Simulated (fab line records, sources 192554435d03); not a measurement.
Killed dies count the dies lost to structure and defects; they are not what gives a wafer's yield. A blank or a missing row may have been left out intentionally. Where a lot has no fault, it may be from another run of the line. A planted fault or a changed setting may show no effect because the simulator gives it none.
fab line records + flow n5-finfet
record:
- lots: 7
- wafers: 19
- last-day: 17
route steps=1938 shown BEOL_M5@1119 PASSIVATION@1936
lots with no fault: from the same line, run without faults
start-h: hours from the record's first day to the start of the lot's first wafer shown + wait-h: how many hours have passed since the lot's step before this one + " identical to the entry in the row above + L1.1+2: a row that stands for several wafers + - no value, or no start was given + * or withheld: withheld + < > ~ a bound
route shown NAME@n: a module of which the file shows steps, and the number in the route of the first + usual: mean and standard deviation over wafers with no fault + same: alike in all rows + chamber/n: place in a boat + sites: the reading at each site + _std_site: the standard deviation of these + _edge_site: mean of outer sites minus mean of inner sites + radius-mm: how far each site lies from the wafer's centre + mask NAME#n: copy n + behind: the last tool/chamber to shape the wafer + hold: why the lot was held/for how many hours/how that ended + device: which transistor (n, p or np) failed to switch + end of line: at the end of the route, the tests of the same wafers + a step with no rows: only its recipe + killed: at the first sort, the dies lost to defects and structure; wafer yield is something else + map: per-die view of a wafer (x killed, . not killed, _ where there is no die)
set.NAME: the run value of the setting; set.NAME@STEP: its run value at that earlier step + model.NAME: the simulator's own value behind a step, which no gauge read
lots seen at some steps along the route; tables by step, rows by wafer
services: a tool's chamber out of use, with start hour (start-h, from the record's first day; less than 0 if before it), hours out, and reason
== steps ==
step: N5_BEOL_M5_COAT_71
recipe:
- resist: underlayer
- temp-c: 205
- time-s: 60
- spin-rpm: 1500
- resist-thk-nm: 5
step: N5_BEOL_M5_COAT_05
recipe:
- resist: CAR-EUV
- spin-rpm: 1500
- resist-thk-nm: 30
step: N5_BEOL_M5_EBR_07
recipe:
- solvent: PGMEA
- ebr-width-mm: 1.5
step: N5_BEOL_M5_SOFTBAKE_06
recipe:
- temp-c: 110
- time-s: 60
- resist: CAR-EUV
step: N5_BEOL_M5_EXPOSE_08
recipe:
- mask-id: M5
- na: 0.33
- source-shape: annular
- sigma-inner: 0.4
- sigma-outer: 0.8
- polarization: unpolarized
- target-cd-nm: 28
- dose-mj: 35.75
step: N5_BEOL_M5_PEB_09
recipe:
- peb-temp-c: 100
- peb-time-s: 60
- resist: CAR-EUV
step: N5_BEOL_M5_DEVELOP_10
recipe:
- develop-time-s: 30
- developer: TMAH
- resist: CAR-EUV
- rinse-liquid: surfactant-rinse
- dry: air-spin
- dev-temp-c: 23
step: N5_BEOL_M5_CD_MEAS_11
recipe:
- target-cd-nm: 27.74
- landing-energy-ev: 500
- detector: se-inlens
usual:
- cd-nm: 28.02/0.24
| lot.wafer | tool      | chamber | start-h | wait-h | cd-nm |
|-----------|-----------|---------|---------|--------|-------|
| L563.2    | cd-sem-01 | 0       | 210.17  | -      | 27.97 |
| L563.5    | "         | 0       | "       | "      | 28.05 |
| L563.6    | "         | 0       | "       | "      | 28.09 |
| L564.1    | cd-sem-01 | 0       | 218.77  | -      | 27.95 |
| L564.2    | "         | 0       | "       | "      | 28.67 |
| L564.6    | "         | 0       | "       | "      | 28.17 |
| L567.1    | cd-sem-02 | 0       | 236.58  | -      | 28.15 |
| L567.2    | "         | 0       | "       | "      | 28.14 |
| L567.6    | "         | 0       | "       | "      | 28.12 |
| L570.4    | cd-sem-02 | 0       | 261.08  | -      | 28.07 |
| L570.5    | "         | 0       | "       | "      | 28.16 |
| L570.6    | "         | 0       | "       | "      | 28.18 |
| L572.2    | cd-sem-02 | 0       | 271.29  | -      | 28.07 |
| L572.4    | "         | 0       | "       | "      | 28.16 |
| L572.6    | "         | 0       | "       | "      | 28.41 |
| L574.4    | cd-sem-02 | 0       | 289.87  | -      | 27.75 |
| L574.5    | "         | 0       | "       | "      | 28.10 |
| L575.1    | cd-sem-02 | 0       | 293.31  | -      | 27.47 |
| L575.5    | "         | 0       | "       | "      | 27.86 |
step: N5_BEOL_M5_OVL_MEAS_12
recipe:
- points-per-wafer: 522
usual:
- M5_OVL: -0.5/0.7
| lot.wafer | tool       | chamber | start-h | wait-h | M5_OVL[nm] |
|-----------|------------|---------|---------|--------|------------|
| L563.2    | overlay-01 | 0       | 210.21  | 0.0    | -0.9       |
| L563.5    | "          | 0       | "       | "      | 0.9        |
| L563.6    | "          | 0       | "       | "      | -0.8       |
| L564.1    | overlay-02 | 0       | 218.80  | 0.0    | -0.5       |
| L564.2    | "          | 0       | "       | "      | -0.4       |
| L564.6    | "          | 0       | "       | "      | -0.1       |
| L567.1    | overlay-02 | 0       | 236.61  | 0.0    | -0.8       |
| L567.2    | "          | 0       | "       | "      | -0.5       |
| L567.6    | "          | 0       | "       | "      | 0.2        |
| L570.4    | overlay-02 | 0       | 261.12  | 0.0    | -1.5       |
| L570.5    | "          | 0       | "       | "      | -0.9       |
| L570.6    | "          | 0       | "       | "      | -0.9       |
| L572.2    | overlay-02 | 0       | 271.33  | 0.0    | -1.0       |
| L572.4    | "          | 0       | "       | "      | -1.3       |
| L572.6    | "          | 0       | "       | "      | 0.4        |
| L574.4    | overlay-02 | 0       | 289.92  | 0.0    | 1.2        |
| L574.5    | "          | 0       | "       | "      | 0.7        |
| L575.1    | overlay-02 | 0       | 293.36  | 0.1    | -0.1       |
| L575.5    | "          | 0       | "       | "      | -0.1       |
step: N5_BEOL_M5_INSPECT_13
recipe:
- mode: adi
- inspect-instrument: brightfield
usual:
- raw-defect-count: 420/98
| lot.wafer | tool              | chamber | start-h | wait-h | raw-defect-count |
|-----------|-------------------|---------|---------|--------|------------------|
| L563.2    | defect-inspect-02 | -       | 210.26  | 0.0    | 375              |
| L563.5    | "                 | -       | "       | "      | 238              |
| L563.6    | "                 | -       | "       | "      | 331              |
| L564.1    | defect-inspect-01 | -       | 218.85  | 0.1    | 406              |
| L564.2    | "                 | -       | "       | "      | 276              |
| L564.6    | "                 | -       | "       | "      | 411              |
| L567.1    | defect-inspect-01 | -       | 236.67  | 0.1    | 525              |
| L567.2    | "                 | -       | "       | "      | 547              |
| L567.6    | "                 | -       | "       | "      | 541              |
| L570.4    | defect-inspect-02 | -       | 261.16  | 0.0    | 365              |
| L570.5    | "                 | -       | "       | "      | 293              |
| L570.6    | "                 | -       | "       | "      | 283              |
| L572.2    | defect-inspect-01 | -       | 271.38  | 0.0    | 359              |
| L572.4    | "                 | -       | "       | "      | 414              |
| L572.6    | "                 | -       | "       | "      | 510              |
| L574.4    | defect-inspect-01 | -       | 289.96  | 0.0    | 397              |
| L574.5    | "                 | -       | "       | "      | 511              |
| L575.1    | defect-inspect-02 | -       | 293.42  | 0.1    | 434              |
| L575.5    | "                 | -       | "       | "      | 609              |
step: N5_BEOL_M5_DESCUM_16
recipe:
- chemistry: O2
- time-s: 7
- source-power-w: 50
- bias-power-w: 20
- pressure-mtorr: 20
- rf-frequency-hz: 2.712e+07
- temp-c: 40
- resist: CAR-EUV
- o2-flow-sccm: 225
usual:
- drypump-motor-current-A: 5.5/0.47
- o2-flow-sccm: 225.1/0.73
- oes-product-au: 0.81/0.085
- rf-vpp-V: 243.1/1.4
- showerhead-plenum-p-Torr: 2.08/0.076
- throttle-valve-pct: 20.43/0.2
| lot.wafer | tool        | chamber | start-h | wait-h | drypump-motor-current-A | o2-flow-sccm | oes-product-au | rf-hours-counter-h | rf-vpp-V | showerhead-plenum-p-Torr | throttle-valve-pct |
|-----------|-------------|---------|---------|--------|-------------------------|--------------|----------------|--------------------|----------|--------------------------|--------------------|
| L563.2    | rie-diel-04 | 3       | 210.29  | 0.0    | 6.4                     | 226.5        | 0.75           | 153                | 241.9    | 2.07                     | 20.51              |
| L563.5    | "           | 3       | "       | "      | 6.4                     | 226.0        | 0.76           | -                  | 241.7    | 2.07                     | 20.51              |
| L563.6    | "           | 0       | "       | "      | 5.3                     | 226.6        | 0.90           | -                  | 243.8    | 2.10                     | 20.24              |
| L564.1    | rie-diel-01 | 3       | 219.02  | 0.2    | 5.6                     | 224.5        | 0.91           | 21                 | 243.5    | 2.16                     | 20.11              |
| L564.2    | "           | 2       | "       | "      | 5.5                     | 226.1        | 0.91           | 34                 | 244.1    | 2.05                     | 20.26              |
| L564.6    | "           | 3       | "       | "      | 5.6                     | 223.9        | 0.90           | -                  | 243.4    | 2.16                     | 20.12              |
| L567.1    | rie-diel-01 | 2       | 236.71  | 0.0    | 5.4                     | 225.5        | 0.90           | 42                 | 242.7    | 2.04                     | 20.27              |
| L567.2    | "           | 1       | "       | "      | 5.1                     | 225.5        | 0.72           | 178                | 241.0    | 1.98                     | 20.79              |
| L567.6    | "           | 2       | "       | "      | 5.4                     | 225.9        | 0.89           | -                  | 244.6    | 2.04                     | 20.28              |
| L570.4    | rie-diel-04 | 1       | 261.87  | 0.7    | 5.6                     | 224.6        | 0.77           | 165                | 243.4    | 2.09                     | 20.57              |
| L570.5    | "           | 2       | "       | "      | 4.7                     | 223.8        | 0.69           | -                  | 241.8    | 1.97                     | 20.44              |
| L570.6    | "           | 1       | "       | "      | 5.6                     | 224.9        | 0.77           | -                  | 243.9    | 2.09                     | 20.57              |
| L572.2    | rie-diel-04 | 0       | 271.82  | 0.4    | 5.3                     | 225.6        | 0.86           | 46                 | 244.3    | 2.09                     | 20.29              |
| L572.4    | "           | 3       | "       | "      | 6.4                     | 224.1        | 0.73           | 175                | 244.1    | 2.06                     | 20.55              |
| L572.6    | "           | 0       | "       | "      | 5.3                     | 226.5        | 0.86           | -                  | 244.3    | 2.09                     | 20.29              |
| L574.4    | rie-diel-04 | 1       | 290.11  | 0.2    | 5.6                     | 225.7        | 0.76           | 178                | 241.6    | 2.09                     | 20.60              |
| L574.5    | "           | 2       | "       | "      | 4.7                     | 224.7        | 0.69           | -                  | 239.8    | 1.97                     | 20.45              |
| L575.1    | rie-diel-04 | 3       | 293.99  | 0.6    | 6.4                     | 224.8        | 0.72           | 185                | 241.9    | 2.06                     | 20.56              |
| L575.5    | "           | 1       | "       | "      | 5.7                     | 224.4        | 0.77           | -                  | 242.2    | 2.09                     | 20.59              |
step: N5_BEOL_M5_ETCH_72
recipe:
- chemistry: N2/H2
- target: underlayer
- target-depth-a: 65
- mask-material: CAR-EUV
- time-s: 5.2
- ion-energy-ev: 200
- pressure-mtorr: 30
- source-w: 840
- bias-w: 150
- n2-flow-sccm: 200
- h2-flow-sccm: 200
- ends: cleared
usual:
- drypump-motor-current-A: 5.5/0.47
- etch-rf-on-time-s: 5.18/0.17
- oes-product-au: 0.69/0.075
- rf-vpp-V: 523.6/2.7
- showerhead-plenum-p-Torr: 2.53/0.086
- throttle-valve-pct: 17.8/0.31
| lot.wafer | tool        | chamber | start-h | wait-h | drypump-motor-current-A | etch-rf-on-time-s | oes-product-au | rf-hours-counter-h | rf-vpp-V | showerhead-plenum-p-Torr | throttle-valve-pct |
|-----------|-------------|---------|---------|--------|-------------------------|-------------------|----------------|--------------------|----------|--------------------------|--------------------|
| L563.2    | rie-diel-04 | 3       | 210.33  | 0.0    | 6.4                     | 5.07              | 0.63           | 153                | 521.3    | 2.56                     | 18.2               |
| L563.5    | "           | 3       | "       | "      | 6.5                     | 5.02              | 0.64           | -                  | 524.6    | 2.56                     | 18.2               |
| L563.6    | "           | 0       | "       | "      | 5.3                     | 5.09              | 0.79           | -                  | 524.3    | 2.59                     | 17.9               |
| L564.1    | rie-diel-01 | 3       | 219.05  | 0.0    | 5.6                     | 4.95              | 0.79           | 21                 | 526.7    | 2.57                     | 17.3               |
| L564.2    | "           | 2       | "       | "      | 5.5                     | 5.30              | 0.77           | 34                 | 522.2    | 2.47                     | 17.6               |
| L564.6    | "           | 3       | "       | "      | 5.6                     | 4.95              | 0.80           | -                  | 524.4    | 2.57                     | 17.3               |
| L567.1    | rie-diel-01 | 2       | 236.76  | 0.0    | 5.5                     | 5.40              | 0.74           | 42                 | 521.7    | 2.46                     | 17.6               |
| L567.2    | "           | 1       | "       | "      | 5.1                     | 5.47              | 0.62           | 178                | 520.1    | 2.41                     | 18.2               |
| L567.6    | "           | 2       | "       | "      | 5.5                     | 5.33              | 0.75           | -                  | 523.1    | 2.46                     | 17.6               |
| L570.4    | rie-diel-04 | 1       | 261.90  | 0.0    | 5.6                     | 5.05              | 0.65           | 165                | 521.8    | 2.52                     | 17.8               |
| L570.5    | "           | 2       | "       | "      | 4.7                     | 5.39              | 0.57           | -                  | 519.5    | 2.42                     | 18.1               |
| L570.6    | "           | 1       | "       | "      | 5.7                     | 5.11              | 0.66           | -                  | 527.0    | 2.52                     | 17.8               |
| L572.2    | rie-diel-04 | 0       | 271.85  | 0.0    | 5.3                     | 5.14              | 0.74           | 46                 | 526.2    | 2.58                     | 17.9               |
| L572.4    | "           | 3       | "       | "      | 6.4                     | 5.17              | 0.62           | 175                | 521.9    | 2.55                     | 18.3               |
| L572.6    | "           | 0       | "       | "      | 5.3                     | 5.16              | 0.76           | -                  | 525.4    | 2.58                     | 17.9               |
| L574.4    | rie-diel-04 | 1       | 290.15  | 0.0    | 5.7                     | 5.08              | 0.65           | 178                | 522.0    | 2.51                     | 17.8               |
| L574.5    | "           | 2       | "       | "      | 4.7                     | 5.47              | 0.56           | -                  | 519.6    | 2.42                     | 18.1               |
| L575.1    | rie-diel-04 | 3       | 294.02  | 0.0    | 6.5                     | 5.05              | 0.63           | 185                | 522.9    | 2.54                     | 18.3               |
| L575.5    | "           | 1       | "       | "      | 5.7                     | 5.17              | 0.65           | -                  | 523.5    | 2.51                     | 17.8               |
step: N5_BEOL_M5_ETCH_61
recipe:
- chemistry: CF4
- target: SiARC
- target-depth-a: 156
- mask-material: CAR-EUV
- time-s: 26
- ion-energy-ev: 80
- pressure-mtorr: 40
- source-w: 545
- bias-w: 36
- Ar_flow_sccm: 100
- cf4-flow-sccm: 100
- ends: cleared
usual:
- drypump-motor-current-A: 5.5/0.47
- etch-rf-on-time-s: 26.0/0.91
- mfc-ar-sccm: 100.1/0.33
- oes-product-au: 0.69/0.076
- rf-vpp-V: 184.1/1.2
- showerhead-plenum-p-Torr: 2.13/0.075
- throttle-valve-pct: 15.59/0.23
| lot.wafer | tool        | chamber | start-h | wait-h | drypump-motor-current-A | etch-rf-on-time-s | mfc-ar-sccm | oes-product-au | rf-hours-counter-h | rf-vpp-V | showerhead-plenum-p-Torr | throttle-valve-pct |
|-----------|-------------|---------|---------|--------|-------------------------|-------------------|-------------|----------------|--------------------|----------|--------------------------|--------------------|
| L563.2    | rie-diel-04 | 3       | 210.34  | 0.0    | 6.4                     | 25.4              | 100.8       | 0.64           | 153                | 184.3    | 2.13                     | 15.77              |
| L563.5    | "           | 3       | "       | "      | 6.4                     | 25.5              | 100.6       | 0.64           | -                  | 183.2    | 2.13                     | 15.73              |
| L563.6    | "           | 0       | "       | "      | 5.3                     | 25.6              | 100.4       | 0.79           | -                  | 185.2    | 2.18                     | 15.57              |
| L564.1    | rie-diel-01 | 3       | 219.07  | 0.0    | 5.6                     | 24.5              | 100.1       | 0.80           | 21                 | 184.4    | 2.21                     | 15.28              |
| L564.2    | "           | 2       | "       | "      | 5.5                     | 26.9              | 100.1       | 0.75           | 34                 | 182.7    | 2.08                     | 15.30              |
| L564.6    | "           | 3       | "       | "      | 5.6                     | 24.6              | 99.9        | 0.80           | -                  | 184.0    | 2.21                     | 15.30              |
| L567.1    | rie-diel-01 | 2       | 236.78  | 0.0    | 5.5                     | 27.0              | 100.4       | 0.75           | 42                 | 184.0    | 2.08                     | 15.32              |
| L567.2    | "           | 1       | "       | "      | 5.1                     | 27.3              | 100.4       | 0.61           | 178                | 182.8    | 2.05                     | 15.97              |
| L567.6    | "           | 2       | "       | "      | 5.5                     | 26.9              | 101.1       | 0.75           | -                  | 184.4    | 2.08                     | 15.31              |
| L570.4    | rie-diel-04 | 1       | 261.92  | 0.0    | 5.7                     | 26.0              | 100.2       | 0.65           | 165                | 184.1    | 2.13                     | 15.72              |
| L570.5    | "           | 2       | "       | "      | 4.7                     | 26.9              | 100.5       | 0.58           | -                  | 182.6    | 2.00                     | 15.51              |
| L570.6    | "           | 1       | "       | "      | 5.6                     | 26.0              | 99.3        | 0.65           | -                  | 183.4    | 2.14                     | 15.73              |
| L572.2    | rie-diel-04 | 0       | 271.87  | 0.0    | 5.3                     | 25.6              | 99.9        | 0.75           | 46                 | 184.6    | 2.17                     | 15.61              |
| L572.4    | "           | 3       | "       | "      | 6.4                     | 30.6              | 100.4       | 0.56           | 175                | 184.6    | 2.12                     | 15.77              |
| L572.6    | "           | 0       | "       | "      | 5.3                     | 25.5              | 99.6        | 0.75           | -                  | 183.8    | 2.17                     | 15.60              |
| L574.4    | rie-diel-04 | 1       | 290.16  | 0.0    | 5.6                     | 31.5              | 99.7        | 0.59           | 178                | 182.5    | 2.13                     | 15.73              |
| L574.5    | "           | 2       | "       | "      | 4.7                     | 33.1              | 100.3       | 0.52           | -                  | 183.3    | 1.99                     | 15.52              |
| L575.1    | rie-diel-04 | 3       | 294.04  | 0.0    | 6.5                     | 25.3              | 100.0       | 0.62           | 185                | 185.2    | 2.12                     | 15.81              |
| L575.5    | "           | 1       | "       | "      | 5.6                     | 31.8              | 100.3       | 0.58           | -                  | 184.1    | 2.13                     | 15.76              |
step: N5_BEOL_M5_ETCH_62
recipe:
- chemistry: N2/H2
- target: SOC
- target-depth-a: 750
- overetch-a: 150
- mask-material: SiARC
- temp-c: 40
- time-s: 112.5
- ion-energy-ev: 200
- pressure-mtorr: 30
- source-w: 840
- bias-w: 150
- n2-flow-sccm: 200
- h2-flow-sccm: 200
usual:
- drypump-motor-current-A: 5.5/0.47
- oes-product-au: 0.64/0.065
- rf-vpp-V: 523.7/2.5
- showerhead-plenum-p-Torr: 2.53/0.086
- throttle-valve-pct: 17.8/0.31
| lot.wafer | tool        | chamber | start-h | wait-h | drypump-motor-current-A | oes-product-au | rf-hours-counter-h | rf-vpp-V | showerhead-plenum-p-Torr | throttle-valve-pct |
|-----------|-------------|---------|---------|--------|-------------------------|----------------|--------------------|----------|--------------------------|--------------------|
| L563.2    | rie-diel-04 | 3       | 210.37  | 0.0    | 6.4                     | 0.59           | 154                | 524.0    | 2.56                     | 18.2               |
| L563.5    | "           | 3       | "       | "      | 6.4                     | 0.59           | -                  | 523.5    | 2.56                     | 18.2               |
| L563.6    | "           | 0       | "       | "      | 5.3                     | 0.71           | -                  | 525.5    | 2.59                     | 17.8               |
| L564.1    | rie-diel-01 | 3       | 219.10  | 0.0    | 5.6                     | 0.72           | 21                 | 525.2    | 2.57                     | 17.2               |
| L564.2    | "           | 2       | "       | "      | 5.5                     | 0.72           | 34                 | 521.5    | 2.47                     | 17.5               |
| L564.6    | "           | 3       | "       | "      | 5.6                     | 0.72           | -                  | 524.7    | 2.57                     | 17.2               |
| L567.1    | rie-diel-01 | 2       | 236.83  | 0.0    | 5.5                     | 0.71           | 42                 | 523.2    | 2.46                     | 17.6               |
| L567.2    | "           | 1       | "       | "      | 5.1                     | 0.58           | 178                | 519.9    | 2.41                     | 18.2               |
| L567.6    | "           | 2       | "       | "      | 5.5                     | 0.71           | -                  | 522.2    | 2.46                     | 17.5               |
| L570.4    | rie-diel-04 | 1       | 261.95  | 0.0    | 5.7                     | 0.61           | 165                | 524.8    | 2.52                     | 17.8               |
| L570.5    | "           | 2       | "       | "      | 4.7                     | 0.55           | -                  | 519.9    | 2.42                     | 18.0               |
| L570.6    | "           | 1       | "       | "      | 5.7                     | 0.60           | -                  | 522.0    | 2.52                     | 17.8               |
| L572.2    | rie-diel-04 | 0       | 271.90  | 0.0    | 5.3                     | 0.69           | 46                 | 525.3    | 2.58                     | 17.9               |
| L572.4    | "           | 3       | "       | "      | 6.4                     | 0.57           | 175                | 523.1    | 2.55                     | 18.2               |
| L572.6    | "           | 0       | "       | "      | 5.3                     | 0.69           | -                  | 525.2    | 2.58                     | 17.9               |
| L574.4    | rie-diel-04 | 1       | 290.19  | 0.0    | 5.7                     | 0.60           | 178                | 523.3    | 2.51                     | 17.8               |
| L574.5    | "           | 2       | "       | "      | 4.8                     | 0.54           | -                  | 520.3    | 2.42                     | 18.0               |
| L575.1    | rie-diel-04 | 3       | 294.07  | 0.0    | 6.4                     | 0.57           | 185                | 522.9    | 2.54                     | 18.3               |
| L575.5    | "           | 1       | "       | "      | 5.6                     | 0.60           | -                  | 522.2    | 2.51                     | 17.8               |
step: N5_PASSIVATION_PROBE_49
usual:
- defect-limited-yield: 91.3/1.4
- killed_at_M0_to_M3: 36/10
- killed_at_M4_up: 13/5.4
- killed-at-contacts: 12/5.3
- killed-at-front-end: 39/10
- killed-at-other: 3.2/2.7
- killed-dies: 103/16
- killed-open: 68/13
- killed-short: 33/6.6
- sort_bin_4_leakage: 0.01/0.031
- sort_bin_5_function: 5.1/0.92
- sort_bin_6_memory: 3.3/0.68
- sort_bin_8_speed: 0.1/0.41
- sort-n-pass: 1077/17
- sort-yield-pct: 91.2/1.4
same:
- gross-dies: 1180
- killed-at-back-side: 0
| lot.wafer | tool      | chamber | start-h | wait-h | defect-limited-yield[%] | killed_at_M0_to_M3 | killed_at_M4_up | killed-at-contacts | killed-at-front-end | killed-at-other | killed-dies | killed-open | killed-short | sort_bin_4_leakage[%] | sort_bin_5_function[%] | sort_bin_6_memory[%] | sort_bin_8_speed[%] | sort-n-pass | sort-yield-pct[%] |
|-----------|-----------|---------|---------|--------|-------------------------|--------------------|-----------------|--------------------|---------------------|-----------------|-------------|-------------|--------------|-----------------------|------------------------|----------------------|---------------------|-------------|-------------------|
| L563.2    | prober-01 | -       | 311.98  | 0.1    | 93.5                    | 22                 | 12              | 8                  | 32                  | 3               | 77          | 46          | 30           | 0                     | 3.6                    | 2.7                  | 0                   | 1103        | 93.5              |
| L563.5    | prober-01 | -       | 312.13  | 0.2    | 91.1                    | 38                 | 9               | 13                 | 40                  | 5               | 105         | 67          | 37           | 0                     | 4.5                    | 4.0                  | 0                   | 1075        | 91.1              |
| L563.6    | prober-01 | -       | 312.18  | 0.3    | 89.2                    | 57                 | 16              | 5                  | 45                  | 5               | 128         | 92          | 36           | 0                     | 6.1                    | 4.4                  | 0                   | 1052        | 89.2              |
| L564.2    | prober-01 | -       | 325.43  | 0.1    | 91.3                    | 44                 | 9               | 13                 | 36                  | 1               | 103         | 62          | 38           | 0                     | 4.5                    | 3.8                  | 0.8                 | 1068        | 90.5              |
| L564.6    | prober-01 | -       | 325.63  | 0.3    | 93.7                    | 35                 | 10              | 7                  | 22                  | 0               | 74          | 49          | 23           | 0                     | 3.3                    | 2.4                  | 0                   | 1106        | 93.7              |
| L570.4    | prober-01 | -       | 365.76  | 0.3    | 91.2                    | 28                 | 21              | 6                  | 41                  | 8               | 104         | 76          | 21           | 0                     | 5.3                    | 2.8                  | 0                   | 1076        | 91.2              |
| L570.5    | prober-01 | -       | 365.81  | 0.4    | 89.7                    | 53                 | 20              | 21                 | 26                  | 2               | 122         | 74          | 45           | 0                     | 5.9                    | 4.1                  | 0                   | 1058        | 89.7              |
| L570.6    | prober-01 | -       | 365.86  | 0.4    | 90.5                    | 37                 | 18              | 8                  | 41                  | 8               | 112         | 75          | 31           | 0                     | 5.0                    | 4.3                  | 0                   | 1068        | 90.5              |
killed by level:class
L563.2 FIN_SAQP:geometric-particle:short=13 MOL_CONTACT_COAG:geometric-particle:open=7 STI_FIN_REVEAL:geometric-particle:open=5 BEOL_M4:geometric-particle:open=5 DUMMY_GATE:geometric-particle:open=4 BEOL_M0_SAQP:geometric-particle:open=4 BEOL_M1:geometric-particle:open=4 BEOL_M3:geometric-particle:open=4
L563.5 FIN_SAQP:geometric-particle:open=13 MOL_CONTACT_COAG:geometric-particle:open=12 BEOL_M3:geometric-particle:open=11 BEOL_M0_SAQP:geometric-particle:short=9 FIN_SAQP:geometric-particle:short=8 STI_FIN_REVEAL:geometric-particle:open=7 BEOL_M2:geometric-particle:open=6 BEOL_M2:geometric-particle:short=4
L563.6 BEOL_M0_SAQP:geometric-particle:open=14 FIN_SAQP:geometric-particle:open=12 BEOL_M3:geometric-particle:open=11 FIN_SAQP:geometric-particle:short=10 BEOL_M2:geometric-particle:open=10 BEOL_M0_SAQP:geometric-particle:short=8 BEOL_M4:geometric-particle:open=8 DUMMY_GATE:geometric-particle:open=7
L564.2 BEOL_M0_SAQP:geometric-particle:short=16 MOL_CONTACT_COAG:geometric-particle:open=11 FIN_SAQP:geometric-particle:open=9 BEOL_M0_SAQP:geometric-particle:open=9 FIN_SAQP:geometric-particle:short=8 STI_FIN_REVEAL:geometric-particle:open=8 BEOL_M1:geometric-particle:open=8 BEOL_M3:geometric-particle:open=7
L564.6 BEOL_M3:geometric-particle:open=9 BEOL_M0_SAQP:geometric-particle:open=8 MOL_CONTACT_COAG:geometric-particle:open=7 FIN_SAQP:geometric-particle:short=6 BEOL_M1:geometric-particle:open=6 STARTING-WAFER:geometric-particle:short=6 BEOL_M4:geometric-particle:open=5 BEOL_M0_SAQP:geometric-particle:short=4
L570.4 BEOL_M4:geometric-particle:open=14 BEOL_M0_SAQP:geometric-particle:open=10 FIN_SAQP:geometric-particle:open=8 HKMG_FIN:area-etch=7 STI_FIN_REVEAL:geometric-particle:open=6 BEOL_M2:geometric-particle:open=5 BEOL_M3:geometric-particle:open=5 DUMMY_GATE:geometric-particle:open=4
L570.5 BEOL_M0_SAQP:geometric-particle:short=15 MOL_CONTACT_COAG:geometric-particle:open=12 FIN_SAQP:geometric-particle:open=11 BEOL_M0_SAQP:geometric-particle:open=11 BEOL_M3:geometric-particle:open=10 MOL_CONTACT_COAG:geometric-particle:short=9 BEOL_M2:geometric-particle:open=8 BEOL_M4:geometric-particle:open=6
L570.6 FIN_SAQP:geometric-particle:open=18 BEOL_M0_SAQP:geometric-particle:open=11 BEOL_M0_SAQP:geometric-particle:short=8 BEOL_M4:geometric-particle:open=8 MOL_CONTACT_COAG:geometric-particle:open=7 FIN_SAQP:geometric-particle:short=5 BEOL_M3:geometric-particle:open=5 BEOL_M2:geometric-particle:open=4
== services ==
| tool        | chamber | start-h | hours | kind                          |
|-------------|---------|---------|-------|-------------------------------|
| rie-diel-01 | 0       | 223.37  | 15.1  | repair                        |
| rie-diel-01 | 3       | 232.64  | 22.4  | repair                        |
| rie-diel-04 | 2       | 292.60  | -     | clean                         |
| rie-diel-04 | 2       | 292.60  | -     | consumable-replace:focus-ring |
| rie-diel-04 | 2       | 292.60  | -     | consumable-replace:showerhead |
| rie-diel-04 | 2       | 292.60  | 22.2  | scheduled-down                |
| rie-diel-04 | 2       | 292.60  | 22.2  | vent-cycle                    |
== key ==
first-sign:
- step: N5_BEOL_M5_ETCH_61
- reading: etch-rf-on-time-s
- direction: up
- sigmas: 6.3
- usual: *
- struck: *
effect none on later readings
met-at N5_BEOL_M5_ETCH_61
struck-wafers L572.4,L574.4,L574.5,L575.5
onset-between 261.92 271.87
fault:
- kind: process-parameter-drift
- tool: rie-diel-04
- chamber: -
- onset-h: 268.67
- steps: N5_BEOL_M5_ETCH_61
- channel: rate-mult
- offset: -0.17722
- shape: step
- end-h: 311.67
- scope: struck-wafers-only
